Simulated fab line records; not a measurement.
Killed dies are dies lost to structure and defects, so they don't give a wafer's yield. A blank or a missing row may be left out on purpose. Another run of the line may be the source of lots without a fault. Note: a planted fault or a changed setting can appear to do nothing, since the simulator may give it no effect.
Struck lot and sound lot, side by side	flow n5 finfet	29 steps out of a route of 1938
Sound: wafers L432.3, L432.5, L432.6. Struck: wafers L442.3, L442.5, L442.6. At the end, the cause is stated.
For every step that has rows: the tool of each side, followed by ch and its chambers, followed by its first start. Under that, the readings that differ: sound wafers	struck wafers	difference of the means	sigmas: that difference in standard deviations of wafers without a fault.
alike: words and numbers the same on both sides, and readings whose means are apart by under 2 such deviations; not compared: readings that were withheld, readings missing a value for some wafer, numbers with overlapping values and no deviation given by the record, and bounds like >300 which may hide the same value.
A row with sigmas, a row that says differs or no value, or rows on one side alone: a step with any of these is where the two part. Numbers that don't overlap but have no deviation are shown without sigmas and don't part them. A reading that every wafer of one side lacks parts them only if that side has two wafers or more.

first, 10 steps without rows for these wafers: N5_STI_FIN_REVEAL_ALD_00 (deposits SiO2, target thk 1 nm, pulse time 1 s); N5_STI_FIN_REVEAL_ALD_14 (deposits Si3N4, target thk 3 nm); N5_STI_FIN_REVEAL_FCVD_FILL_01 (material SiO2 flowable, target thk 312 nm, time 512.2 s); N5_STI_FIN_REVEAL_DENSIFY_02 (time 1800 s); N5_STI_FIN_REVEAL_CMP_04 (polishes, stops on Si3N4, t overpolish 4 s, target thk 131.83 nm); N5_STI_FIN_REVEAL_DENSIFY_30; N5_STI_FIN_REVEAL_ETCHBACK_08 (etches SiO2 in C4F6/O2, target depth 30.5 nm, time 10.167 s); N5_STI_FIN_REVEAL_STRIP_24 (strips in N2/H2, time 90 s); N5_STI_FIN_REVEAL_PRECLEAN_25 (cleans in SPM, time 90 s); N5_STI_FIN_REVEAL_PRECLEAN_26 (cleans in SC1, time 45 s).
N5_STI_FIN_REVEAL_PRECLEAN_29: cleans in DHF, time 30 s.
  sound on wet bench-02 ch 0,3,7, day 3 16:37; struck on wet bench-02 ch 0,3,7, day 6 05:36
  alike: temp c
then, 14 steps without rows for these wafers: N5_STI_FIN_REVEAL_SRD_12 (time 30 s); N5_STI_FIN_REVEAL_RECESS_09 (chemistry HF/NH3, target SiO2, afs cycles 11, target depth 42.5 nm, sublimation time 60 s); N5_STI_FIN_REVEAL_STRIP_16 (strips SiNx in H3PO4, target depth 23.8 nm); N5_STI_FIN_REVEAL_PRECLEAN_17 (cleans in NF3:NH3, afs cycles 1, time 20 s, sublimation time 60 s); N5_STI_FIN_REVEAL_ETCH_34 (etches Si in H2, material Si, target depth 0.97 nm); N5_STI_FIN_REVEAL_OXIDATION_31 (chemistry O2 PLASMA REMOTE, time 20 s); N5_STI_FIN_REVEAL_PRECLEAN_32 (cleans in NF3:NH3, afs cycles 1, time 20 s, sublimation time 60 s); N5_STI_FIN_REVEAL_STRIP_35 (strips Si3N4 in H3PO4, target depth 4 nm, time 39 s); N5_STI_FIN_REVEAL_SRD_21 (time 30 s); N5_STI_FIN_REVEAL_OXIDATION_33 (chemistry O2 PLASMA REMOTE, time 20 s); N5_STI_FIN_REVEAL_CLEAN_19 (cleans in O3/DIW, time 120 s); N5_STI_FIN_REVEAL_SRD_23 (time 30 s); N5_STI_FIN_REVEAL_PRECLEAN_18 (cleans in SC2, time 45 s); N5_STI_FIN_REVEAL_SRD_28 (time 30 s).
N5_STI_FIN_REVEAL_INSPECT_13: inspects for defects (darkfield).
  sound on defect inspect-01 at day 3 20:01; struck on defect inspect-02 at day 6 09:04
reading	sound	struck	difference	sigmas
raw defect count	5 17 9	821 834 801	+808	+99 or more
then, 1 step without rows for these wafers: N5_DUMMY_GATE_PRECLEAN_00 (cleans in O3/DIW, time 60 s).
-- the record jumps here: 5 days lie between the struck wafers' starts before and after (it left off in module DUMMY_GATE and takes up again in module BEOL_M4, whose first step shown is number 1111 of the route) --
N5_BEOL_M4_RC_MEAS_101:
  sound on prober-01 ch 0, day 8 22:46; struck on prober-02 ch 0, day 11 14:20
  alike: DIBL_N, DIBL_P, IOFF_N, IOFF_P, ION_N, ION_P, SS_N, SS_P, VT_N, VT_P
-- a jump in the record: the struck wafers' starts before and after are 5 days apart (it breaks off in module BEOL_M4 and resumes in module PASSIVATION, where the first step shown is number 1936 of the route) --
N5_PASSIVATION_PROBE_49:
  rows exist in the record for the struck wafers here (prober-02, day 16 06:32), but not for the sound ones

WHERE THEY PART
Earliest at N5_STI_FIN_REVEAL_INSPECT_13; latest, in this record, at N5_PASSIVATION_PROBE_49.

WHY: what the simulator had put in
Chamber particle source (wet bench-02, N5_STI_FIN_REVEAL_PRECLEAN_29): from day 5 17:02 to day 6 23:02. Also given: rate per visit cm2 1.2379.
